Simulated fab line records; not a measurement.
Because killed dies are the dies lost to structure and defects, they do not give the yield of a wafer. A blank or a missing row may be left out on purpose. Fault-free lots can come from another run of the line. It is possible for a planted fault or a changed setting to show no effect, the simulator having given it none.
Split-lot experiment + flow n5Finfet + route with 1938 steps; 7 lots, 39 wafers read

SPLIT DETAILS
At N5_MIM_TOP_SPUTTER_03 (material TiN, target thk 35 nm, time 89.7 s), the setting timeS was moved away from the recipe's 89.7 s on 15 of the 39 wafers read, by -59.3% to +22.3%. The other wafers ran this setting at the recipe's value.

The split's own step is where the reading is taken.

THE READING
TiN_of_MIM_TOP_SPUTTER_03.thkNm (the simulator's own value, which no gauge read), in nm, at N5_MIM_TOP_SPUTTER_03 (material TiN, target thk 35 nm, time 89.7 s). The file gives no usual value for it. Here, 24 wafers ran the recipe; their average is 34.8 nm with a standard deviation of 0.53 nm.

| wafer  | tool, chamber at the split | timeS as run, s | against the recipe | TiN_of_MIM_TOP_SPUTTER_03.thkNm, nm | against lot-mates on the recipe |
|--------|----------------------------|-----------------|--------------------|-------------------------------------|---------------------------------|
| L077.1 | pvdSputter-02, -           | 69.68           | -22.3%             | 27.4                                | -7.5                            |
| L077.3 | pvdSputter-02, -           | 69.68           | -22.3%             | 27.4                                | -7.5                            |
| L077.2 | pvdSputter-02, -           | 69.68           | -22.3%             | 27                                  | -7.9                            |
| L077.4 | pvdSputter-02, -           | 89.7            | recipe             | 34.6                                | -                               |
| L077.5 | pvdSputter-02, -           | 89.7            | recipe             | 34.8                                | -                               |
| L077.6 | pvdSputter-02, -           | 89.7            | recipe             | 35.2                                | -                               |
| L082.1 | pvdSputter-02, -           | 89.7            | recipe             | 34.8                                | -                               |
| L082.2 | pvdSputter-02, -           | 89.7            | recipe             | 35                                  | -                               |
| L082.4 | pvdSputter-02, -           | 89.7            | recipe             | 35.4                                | -                               |
| L083.1 | pvdSputter-01, -           | 89.7            | recipe             | 34                                  | -                               |
| L083.2 | pvdSputter-01, -           | 89.7            | recipe             | 34                                  | -                               |
| L083.3 | pvdSputter-01, -           | 89.7            | recipe             | 34.2                                | -                               |
| L083.4 | pvdSputter-01, -           | 89.7            | recipe             | 34.2                                | -                               |
| L083.6 | pvdSputter-01, -           | 89.7            | recipe             | 34.2                                | -                               |
| L083.5 | pvdSputter-01, -           | 89.7            | recipe             | 34.4                                | -                               |
| L086.1 | pvdSputter-03, -           | 36.55           | -59.3%             | 14.2                                | -20.9                           |
| L086.2 | pvdSputter-03, -           | 89.7            | recipe             | 35.2                                | -                               |
| L086.6 | pvdSputter-03, -           | 89.7            | recipe             | 35.2                                | -                               |
| L086.3 | pvdSputter-03, -           | 89.7            | recipe             | 35                                  | -                               |
| L086.4 | pvdSputter-03, -           | 36.55           | -59.3%             | 14.6                                | -20.5                           |
| L086.5 | pvdSputter-03, -           | 36.55           | -59.3%             | 14.6                                | -20.5                           |
| L091.1 | pvdSputter-01, -           | 89.7            | recipe             | 35.6                                | -                               |
| L091.2 | pvdSputter-01, -           | 109.7           | +22.3%             | 42.8                                | +7.7                            |
| L091.3 | pvdSputter-01, -           | 109.7           | +22.3%             | 42.8                                | +7.7                            |
| L091.5 | pvdSputter-01, -           | 109.7           | +22.3%             | 42.8                                | +7.7                            |
| L091.4 | pvdSputter-01, -           | 89.7            | recipe             | 35                                  | -                               |
| L091.6 | pvdSputter-01, -           | 89.7            | recipe             | 34.8                                | -                               |
| L093.1 | pvdSputter-02, -           | 57.76           | -35.6%             | 23.4                                | -12.2                           |
| L093.5 | pvdSputter-02, -           | 57.76           | -35.6%             | 23.4                                | -12.2                           |
| L093.2 | pvdSputter-02, -           | 89.7            | recipe             | 35.4                                | -                               |
| L093.6 | pvdSputter-02, -           | 89.7            | recipe             | 35.4                                | -                               |
| L093.3 | pvdSputter-02, -           | 57.76           | -35.6%             | 22.8                                | -12.8                           |
| L093.4 | pvdSputter-02, -           | 89.7            | recipe             | 36                                  | -                               |
| L095.1 | pvdSputter-01, -           | 72.66           | -19.0%             | 27.8                                | -6.8                            |
| L095.2 | pvdSputter-01, -           | 89.7            | recipe             | 35                                  | -                               |
| L095.3 | pvdSputter-01, -           | 89.7            | recipe             | 34.2                                | -                               |
| L095.4 | pvdSputter-01, -           | 72.66           | -19.0%             | 27.6                                | -7.0                            |
| L095.6 | pvdSputter-01, -           | 72.66           | -19.0%             | 27.6                                | -7.0                            |
| L095.5 | pvdSputter-01, -           | 89.7            | recipe             | 34.6                                | -                               |

THE FIT
A straight line over all 39 wafers: TiN_of_MIM_TOP_SPUTTER_03.thkNm changes by +0.343 nm for each +1% of timeS; r = +1.00; the points scatter about the line by 0.51 nm.
The same after taking each lot's own level away (the mean of its wafers on the recipe; 39 wafers): +0.348 nm for each +1%; r = +1.00; scatter 0.25 nm.
That fit puts the effect of the largest move of timeS on the reading at 21 nm.
Across the lots, their own levels run from 34.17 to 35.60 nm, a range of 2.7 times the standard deviation given above.
Hence the lot-to-lot level has little effect on the slope; both slopes agree.
Check: -20.6 nm against its lot-mates is what the line predicts for one of the wafers moved furthest among these (-59.3%) when that wafer is left out of the fit. It came out at -20.9 nm against them.

OTHER SPLITS APPLIED TO THESE WAFERS
Other splits were also applied to these wafers ahead of the reading. Each is held against what the fit with the lots' levels taken away leaves over:
| other split on the same wafers    | wafers away from the commonest value | r with TiN_of_MIM_TOP_SPUTTER_03.thkNm (lot level and that fit taken away) |
|-----------------------------------|--------------------------------------|----------------------------------------------------------------------------|
| N5_BEOL_M15_ILD_DEP_00 targetThkA | 12                                   | -0.03                                                                      |

FILE'S OWN FIT
TiN_of_MIM_TOP_SPUTTER_03.thkNm changes by +0.349 nm for each +1% of timeS, r = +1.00.
